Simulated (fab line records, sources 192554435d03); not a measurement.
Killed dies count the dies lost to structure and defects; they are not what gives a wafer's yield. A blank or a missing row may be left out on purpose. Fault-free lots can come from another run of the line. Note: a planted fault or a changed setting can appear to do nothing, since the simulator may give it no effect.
Which tool did it? -- flow n5Finfet -- 23 lots, 69 wafers sampled, at 6 steps of a route of 1938

## WHAT THE GAUGES SHOWED, per wafer
No reading from a measuring or inspecting step in the record can be judged against a usual standard deviation.

## TOOL THAT RAN EACH LOT (tool first, then ch and the chambers of the sampled wafers, then the start)
lot,N5_WELL_APT_DESCUM_13,N5_WELL_APT_DESCUM_30,N5_FIN_SAQP_RECESS_75,N5_FIN_SAQP_MANDREL_ETCH_58,N5_FIN_SAQP_STRIP_77,N5_FIN_SAQP_HM_CD_35
L074,"rieDiel-03 ch 0,1,2, day 1 13:56","rieDiel-05 ch 0,1, day 1 15:11","vaporEtch-02 ch 0,1, day 1 22:29","rieSi-04 ch 1,2,3, day 1 23:52","rieDiel-01 ch 0,3, day 2 01:28","cdSem-01, day 2 01:36"
L075,"rieDiel-05 ch 1,3, day 1 19:48","rieDiel-01 ch 0,2,3, day 1 20:55","vaporEtch-01 ch 0,1, day 2 06:03","rieSi-05 ch 0,3, day 2 07:25","rieDiel-03 ch 2,3, day 2 08:59","cdSem-03, day 2 09:07"
L076,"rieDiel-05 ch 0,1,2, day 2 01:56","rieDiel-03 ch 0,2,3, day 2 03:10","vaporEtch-02 ch 0,1, day 2 12:05","rieSi-05 ch 0,1,2, day 2 13:34","rieDiel-05 ch 0,1,3, day 2 15:08","cdSem-02, day 2 15:16"
L077,"rieDiel-05 ch 0,1,2, day 2 07:54","rieDiel-05 ch 0,1,3, day 2 09:19","vaporEtch-02 ch 0,1, day 2 18:48","rieSi-04 ch 0,2, day 2 20:11","rieDiel-01 ch 0,1,3, day 2 21:58","cdSem-01, day 2 22:05"
L078,"rieDiel-01 ch 1,2,3, day 2 13:41","rieDiel-01 ch 1,2,3, day 2 14:56","vaporEtch-01 ch 0,1, day 2 22:19","rieSi-03 ch 0,1,3, day 2 23:59","rieDiel-01 ch 0,2,3, day 3 01:29","cdSem-02, day 3 01:37"
L079,"rieDiel-01 ch 0,1,2, day 2 19:46","rieDiel-05 ch 0,2,3, day 2 21:14","vaporEtch-02 ch 0,1, day 3 06:05","rieSi-04 ch 0,1,3, day 3 07:41","rieDiel-05 ch 1,2,3, day 3 10:45","cdSem-02, day 3 10:53"
L080,"rieDiel-05 ch 1,2, day 3 01:46","rieDiel-01 ch 0,1,2, day 3 03:01","vaporEtch-02 ch 0,1, day 3 12:38","rieSi-03 ch 0,1,3, day 3 14:08","rieDiel-01 ch 0,1, day 3 17:07","cdSem-03, day 3 17:14"
L081,"rieDiel-01 ch 2,3, day 3 08:09","rieDiel-01 ch 2,3, day 3 09:24","vaporEtch-01 ch 0,1, day 3 18:44","rieSi-05 ch 2,3, day 3 20:14","rieDiel-01 ch 1,2, day 3 21:47","cdSem-01, day 3 21:55"
L083,"rieDiel-03 ch 0,3, day 3 19:52","rieDiel-05 ch 0,3, day 3 20:59","vaporEtch-01 ch 0,1, day 4 04:29","rieSi-03 ch 1,3, day 4 06:21","rieDiel-05 ch 0,1, day 4 07:53","cdSem-02, day 4 08:01"
L084,"rieDiel-01 ch 0,2, day 4 01:41","rieDiel-03 ch 0,1, day 4 02:53","vaporEtch-01 ch 0,1, day 4 11:11","rieSi-04 ch 0,1,3, day 4 12:34","rieDiel-05 ch 1,2,3, day 4 14:11","cdSem-02, day 4 14:19"
L085,"rieDiel-01 ch 0,2, day 4 07:57","rieDiel-03 ch 0,1,3, day 4 09:30","vaporEtch-01 ch 0,1, day 4 18:17","rieSi-05 ch 0,1,2, day 4 19:59","rieDiel-05 ch 0,3, day 4 21:41","cdSem-03, day 4 21:49"
L086,"rieDiel-05 ch 2,3, day 4 13:54","rieDiel-01 ch 0,1,2, day 4 15:02","vaporEtch-01 ch 0,1, day 4 23:18","rieSi-03 ch 0,2,3, day 5 01:05","rieDiel-03 ch 0,3, day 5 02:55","cdSem-03, day 5 03:02"
L087,"rieDiel-01 ch 0,3, day 4 19:39","rieDiel-03 ch 1,3, day 4 21:08","vaporEtch-01 ch 0,1, day 5 04:46","rieSi-05 ch 0,3, day 5 06:16","rieDiel-01 ch 0,3, day 5 07:46","cdSem-03, day 5 07:53"
L088,"rieDiel-05 ch 0,1,3, day 5 01:53","rieDiel-03 ch 0,2,3, day 5 03:15","vaporEtch-01 ch 0,1, day 5 10:42","rieSi-05 ch 1,2,3, day 5 12:38","rieDiel-01 ch 0,1,2, day 5 14:20","cdSem-03, day 5 14:28"
L089,"rieDiel-01 ch 0,2,3, day 5 08:00","rieDiel-01 ch 2,3, day 5 09:22","vaporEtch-01 ch 0,1, day 5 17:07","rieSi-04 ch 0,3, day 5 18:47","rieDiel-03 ch 0,1,3, day 5 20:25","cdSem-03, day 5 20:33"
L090,"rieDiel-05 ch 1,3, day 5 14:01","rieDiel-01 ch 1,3, day 5 15:19","vaporEtch-02 ch 0,1, day 5 22:24","rieSi-04 ch 2,3, day 5 23:56","rieDiel-01 ch 1,3, day 6 01:37","cdSem-02, day 6 01:44"
L091,"rieDiel-05 ch 0,3, day 5 19:54","rieDiel-05 ch 1,2,3, day 5 21:01","vaporEtch-01 ch 0,1, day 6 04:13","rieSi-05 ch 0,2,3, day 6 05:43","rieDiel-05 ch 1,3, day 6 07:22","cdSem-01, day 6 07:29"
L092,"rieDiel-01 ch 0,1,3, day 6 02:11","rieDiel-05 ch 1,3, day 6 03:19","vaporEtch-01 ch 0,1, day 6 10:25","rieSi-05 ch 0,2, day 6 11:56","rieDiel-05 ch 1,2, day 6 13:29","cdSem-02, day 6 13:37"
L093,"rieDiel-03 ch 1,3, day 6 07:49","rieDiel-01 ch 0,1,3, day 6 08:59","vaporEtch-02 ch 0,1, day 6 17:08","rieSi-05 ch 0,2,3, day 6 18:48","rieDiel-03 ch 2,3, day 6 20:18","cdSem-01, day 6 20:25"
L094,"rieDiel-01 ch 0,1,3, day 6 13:56","rieDiel-05 ch 1,3, day 6 15:12","vaporEtch-02 ch 0,1, day 6 23:50","rieSi-05 ch 1,2,3, day 7 01:13","rieDiel-01 ch 0,1, day 7 03:25","cdSem-01, day 7 03:32"
L095,"rieDiel-01 ch 0,2, day 6 19:53","rieDiel-03 ch 2,3, day 6 21:22","vaporEtch-01 ch 0,1, day 7 04:28","rieSi-03 ch 1,2, day 7 06:50","rieDiel-05 ch 0,3, day 7 09:14","cdSem-02, day 7 09:22"
L096,"rieDiel-03 ch 0,1,3, day 7 02:07","rieDiel-05 ch 1,2,3, day 7 03:23","vaporEtch-02 ch 0,1, day 7 11:14","rieSi-03 ch 1,2,3, day 7 12:47","rieDiel-03 ch 0,2,3, day 7 14:37","cdSem-02, day 7 14:44"
L097,"rieDiel-01 ch 0,2, day 7 08:32","rieDiel-03 ch 0,2,3, day 7 09:40","vaporEtch-01 ch 0,1, day 7 18:08","rieSi-03 ch 0,2,3, day 7 19:37","rieDiel-05 ch 1,2, day 7 21:21","cdSem-02, day 7 21:29"
- N5_WELL_APT_DESCUM_13: chemistry O2, time 7.9 s.
- N5_WELL_APT_DESCUM_30: chemistry O2, time 7.9 s.
- N5_FIN_SAQP_RECESS_75: chemistry HF/NH3, target SiO2, target depth 14.4 nm, afs cycles 3, sublimation time 60 s.
- N5_FIN_SAQP_MANDREL_ETCH_58: etches a-Si in HBr/Cl2, stops on SiNx, target depth 45 nm, bt time 10 s, time 27 s.
- N5_FIN_SAQP_STRIP_77: strips in N2/H2, time 90 s.
- N5_FIN_SAQP_HM_CD_35: target cd 8 nm.

## WHAT THE TOOLS THEMSELVES READ (means of the sampled wafers that have a number; where no wafer has one, the mark that the record gives instead)
N5_WELL_APT_DESCUM_13. Usual: drypumpMotorCurrentA 5.6 A, standard deviation 0.47; oesProductAu 0.74 a.u., standard deviation 0.059; rfFwdPowerW 49.72 W, standard deviation 0.17; rfVppV 243.3 V, standard deviation 1.5; showerheadPlenumPTorr 2.10 Torr, standard deviation 0.079; throttleValvePct 20.45 %, standard deviation 0.21.
lot,tool,drypumpMotorCurrentA (A),oesProductAu (a.u.),rfFwdPowerW (W),rfVppV (V),showerheadPlenumPTorr (Torr),throttleValvePct (%),flag
L074,rieDiel-03,5.1,0.72,49.79,242.1,2.04,20.36,
L075,rieDiel-05,5.2,0.75,49.56,243.9,2.14,20.50,
L076,rieDiel-05,5.6,0.75,49.87,242.7,2.06,20.38,
L077,rieDiel-05,5.6,0.75,49.79,242.9,2.06,20.38,
L078,rieDiel-01,5.7,0.73,49.74,242.9,2.09,20.47,
L079,rieDiel-01,5.8,0.73,49.80,243.6,2.13,20.50,
L080,rieDiel-05,5.7,0.74,49.76,242.3,2.07,20.60,
L081,rieDiel-01,5.7,0.69,49.80,242.4,2.06,20.50,
L083,rieDiel-03,6.0,0.77,49.67,241.6,2.00,20.49,
L084,rieDiel-01,5.7,0.72,49.76,242.3,2.06,20.49,
L085,rieDiel-01,5.9,0.72,49.76,242.7,2.14,20.56,
L086,rieDiel-05,5.3,0.73,49.79,244.4,2.12,20.45,
L087,rieDiel-01,5.8,0.69,49.82,243.8,2.13,20.60,
L088,rieDiel-05,5.1,0.73,49.61,243.5,2.12,20.32,
L089,rieDiel-01,5.8,0.69,49.81,241.5,2.10,20.57,
L090,rieDiel-05,5.0,0.73,49.67,243.6,2.15,20.45,
L091,rieDiel-05,4.9,0.73,49.76,243.3,2.14,20.25,
L092,rieDiel-01,5.9,0.70,49.85,244.1,2.15,20.59,
L093,rieDiel-03,5.7,0.86,49.62,243.0,2.04,20.17,
L094,rieDiel-01,5.9,0.69,49.80,243.3,2.15,20.60,
L095,rieDiel-01,5.8,0.80,49.78,245.1,2.22,20.49,
L096,rieDiel-03,5.7,0.86,49.73,243.7,2.10,20.21,
L097,rieDiel-01,5.8,0.78,49.85,244.3,2.22,20.50,

N5_WELL_APT_DESCUM_30. Usual: drypumpMotorCurrentA 5.6 A, standard deviation 0.49; oesProductAu 0.73 a.u., standard deviation 0.043; rfFwdPowerW 49.69 W, standard deviation 0.17; rfVppV 242.8 V, standard deviation 1.5; showerheadPlenumPTorr 2.08 Torr, standard deviation 0.079; throttleValvePct 20.44 %, standard deviation 0.2.
lot,tool,drypumpMotorCurrentA (A),oesProductAu (a.u.),rfFwdPowerW (W),rfVppV (V),showerheadPlenumPTorr (Torr),throttleValvePct (%),flag
L074,rieDiel-05,5.3,0.75,49.64,243.8,2.09,20.16,
L075,rieDiel-01,5.8,0.71,49.93,243.4,2.11,20.52,
L076,rieDiel-03,5.4,0.75,49.52,241.1,2.02,20.43,
L077,rieDiel-05,5.1,0.75,49.67,244.4,2.12,20.29,
L078,rieDiel-01,5.7,0.73,49.52,243.0,2.09,20.47,
L079,rieDiel-05,5.4,0.74,49.76,243.7,2.09,20.31,
L080,rieDiel-01,5.8,0.73,49.63,243.1,2.13,20.50,
L081,rieDiel-01,5.6,0.69,49.93,241.9,2.06,20.50,
L083,rieDiel-05,5.1,0.73,49.65,243.3,2.11,20.11,
L084,rieDiel-03,5.3,0.69,49.90,242.0,2.03,20.36,
L085,rieDiel-03,5.7,0.73,49.70,242.1,2.02,20.44,
L086,rieDiel-01,5.8,0.73,49.72,242.6,2.13,20.52,
L087,rieDiel-03,6.1,0.75,49.62,241.6,2.03,20.53,
L088,rieDiel-03,5.4,0.73,49.62,241.5,2.01,20.46,
L089,rieDiel-01,5.7,0.68,49.60,242.5,2.05,20.53,
L090,rieDiel-01,5.8,0.69,49.76,243.4,2.11,20.56,
L091,rieDiel-05,5.5,0.72,49.64,242.3,2.09,20.56,
L092,rieDiel-05,5.0,0.73,49.86,243.6,2.14,20.46,
L093,rieDiel-01,5.9,0.69,49.78,244.0,2.15,20.59,
L094,rieDiel-05,5.0,0.72,49.79,244.4,2.14,20.47,
L095,rieDiel-03,5.8,0.74,49.59,242.2,2.03,20.58,
L096,rieDiel-05,5.5,0.71,49.86,243.2,2.08,20.57,
L097,rieDiel-03,5.5,0.79,49.72,242.7,2.10,20.39,

N5_FIN_SAQP_RECESS_75. Usual: drypumpMotorCurrentA 5.7 A, standard deviation 0.68.
lot,tool,drypumpMotorCurrentA (A),flag
L074,vaporEtch-02,5.3,
L075,vaporEtch-01,5.8,
L076,vaporEtch-02,5.4,
L077,vaporEtch-02,5.3,
L078,vaporEtch-01,6.2,
L079,vaporEtch-02,5.3,
L080,vaporEtch-02,5.3,
L081,vaporEtch-01,6.3,
L083,vaporEtch-01,6.3,
L084,vaporEtch-01,6.3,
L085,vaporEtch-01,5.8,
L086,vaporEtch-01,5.8,
L087,vaporEtch-01,5.8,
L088,vaporEtch-01,5.8,
L089,vaporEtch-01,5.8,
L090,vaporEtch-02,5.3,
L091,vaporEtch-01,5.8,
L092,vaporEtch-01,6.3,
L093,vaporEtch-02,5.3,
L094,vaporEtch-02,5.3,
L095,vaporEtch-01,5.8,
L096,vaporEtch-02,5.1,
L097,vaporEtch-01,6.2,

N5_FIN_SAQP_MANDREL_ETCH_58. Usual: drypumpMotorCurrentA 5.6 A, standard deviation 0.56; oesProductAu 0.700 a.u., standard deviation 0.0099; rfFwdPowerW 793.8 W, standard deviation 2.8; throttleValvePct 35.52 %, standard deviation 0.28.
lot,tool,drypumpMotorCurrentA (A),oesProductAu (a.u.),rfFwdPowerW (W),throttleValvePct (%),flag
L074,rieSi-04,5.1,0.708,794.8,35.50,
L075,rieSi-05,5.7,0.697,797.0,35.51,
L076,rieSi-05,5.6,0.697,793.3,35.61,
L077,rieSi-04,5.7,0.709,795.6,35.59,
L078,rieSi-03,6.0,0.694,791.8,35.49,
L079,rieSi-04,5.6,0.706,792.1,35.27,
L080,rieSi-03,6.0,0.702,792.5,35.47,
L081,rieSi-05,6.1,0.696,793.1,35.52,
L083,rieSi-03,6.0,0.691,794.0,35.58,
L084,rieSi-04,5.6,0.697,790.7,35.28,
L085,rieSi-05,5.6,0.708,795.0,35.63,
L086,rieSi-03,5.6,0.703,790.9,35.47,
L087,rieSi-05,5.7,0.709,794.6,35.51,
L088,rieSi-05,5.6,0.699,793.9,35.61,
L089,rieSi-04,5.2,0.702,792.2,34.97,
L090,rieSi-04,4.7,0.707,795.3,35.62,
L091,rieSi-05,5.9,0.715,794.1,35.51,
L092,rieSi-05,5.8,0.709,791.6,35.54,
L093,rieSi-05,5.8,0.708,795.6,35.52,
L094,rieSi-05,5.7,0.698,793.3,35.61,
L095,rieSi-03,5.4,0.691,794.5,35.59,
L096,rieSi-03,5.7,0.696,793.1,35.58,
L097,rieSi-03,5.6,0.698,794.4,35.47,

N5_FIN_SAQP_STRIP_77. Usual: drypumpMotorCurrentA 5.6 A, standard deviation 0.48; oesProductAu 0.73 a.u., standard deviation 0.056; rfVppV 45.3 V, standard deviation 0.82; showerheadPlenumPTorr 3.37 Torr, standard deviation 0.12; throttleValvePct 12.21 %, standard deviation 0.2.
lot,tool,drypumpMotorCurrentA (A),oesProductAu (a.u.),rfVppV (V),showerheadPlenumPTorr (Torr),throttleValvePct (%),flag
L074,rieDiel-01,5.9,0.72,45.3,3.46,12.26,
L075,rieDiel-03,5.9,0.77,44.4,3.30,12.29,
L076,rieDiel-05,5.1,0.75,45.8,3.42,12.07,
L077,rieDiel-01,5.9,0.73,46.1,3.45,12.26,
L078,rieDiel-01,5.8,0.71,45.5,3.35,12.24,
L079,rieDiel-05,5.5,0.74,45.5,3.38,12.23,
L080,rieDiel-01,5.9,0.74,44.8,3.51,12.27,
L081,rieDiel-01,5.8,0.74,45.6,3.40,12.23,
L083,rieDiel-05,5.3,0.73,45.0,3.35,12.09,
L084,rieDiel-05,5.5,0.74,45.8,3.37,12.26,
L085,rieDiel-05,4.9,0.73,44.9,3.47,12.13,
L086,rieDiel-03,5.6,0.72,45.1,3.21,12.35,
L087,rieDiel-01,5.8,0.67,45.2,3.38,12.33,
L088,rieDiel-01,5.8,0.71,44.9,3.39,12.28,
L089,rieDiel-03,5.7,0.79,45.0,3.24,12.10,
L090,rieDiel-01,5.8,0.71,44.8,3.43,12.32,
L091,rieDiel-05,5.2,0.72,45.3,3.40,12.20,
L092,rieDiel-05,5.7,0.71,45.9,3.31,12.29,
L093,rieDiel-03,5.9,0.74,45.3,3.29,12.40,
L094,rieDiel-01,6.0,0.70,45.3,3.49,12.36,
L095,rieDiel-05,4.9,0.72,45.8,3.46,12.19,
L096,rieDiel-03,5.5,0.79,45.9,3.39,12.18,
L097,rieDiel-05,5.7,0.71,44.3,3.30,12.32,

N5_FIN_SAQP_HM_CD_35. Usual: cdNm 8.2 nm, standard deviation 0.3.
lot,tool,cdNm (nm),flag
L074,cdSem-01,8.4,
L075,cdSem-03,8.5,
L076,cdSem-02,8.1,
L077,cdSem-01,8.3,
L078,cdSem-02,8.1,
L079,cdSem-02,8.2,
L080,cdSem-03,8.4,
L081,cdSem-01,8.4,
L083,cdSem-02,8.0,
L084,cdSem-02,8.1,
L085,cdSem-03,8.3,
L086,cdSem-03,8.3,
L087,cdSem-03,8.4,
L088,cdSem-03,8.1,
L089,cdSem-03,8.0,
L090,cdSem-02,8.5,
L091,cdSem-01,7.9,
L092,cdSem-02,8.0,
L093,cdSem-01,8.2,
L094,cdSem-01,8.1,
L095,cdSem-02,8.3,
L096,cdSem-02,8.0,
L097,cdSem-02,8.1,

## THE ANSWER, worked out from the rows above alone
Rule: a lot is off if the mean of its wafers that have a number lies more than 3 standard deviations from the usual mean. A lot without any number at a reading at which 4 lots or more have one is off too. The other lots that the step has rows for count as sound. Order of review: gauges by route order, followed by the tools' own readings, for which a lot's mean as printed above is used. At the first step where some lot is off, the reading lying furthest off is the one used; lots without a number count as furthest.
Nothing can be told from this: no lot is off at any reading shown.

## WHAT HAD BEEN PUT IN BY THE SIMULATOR
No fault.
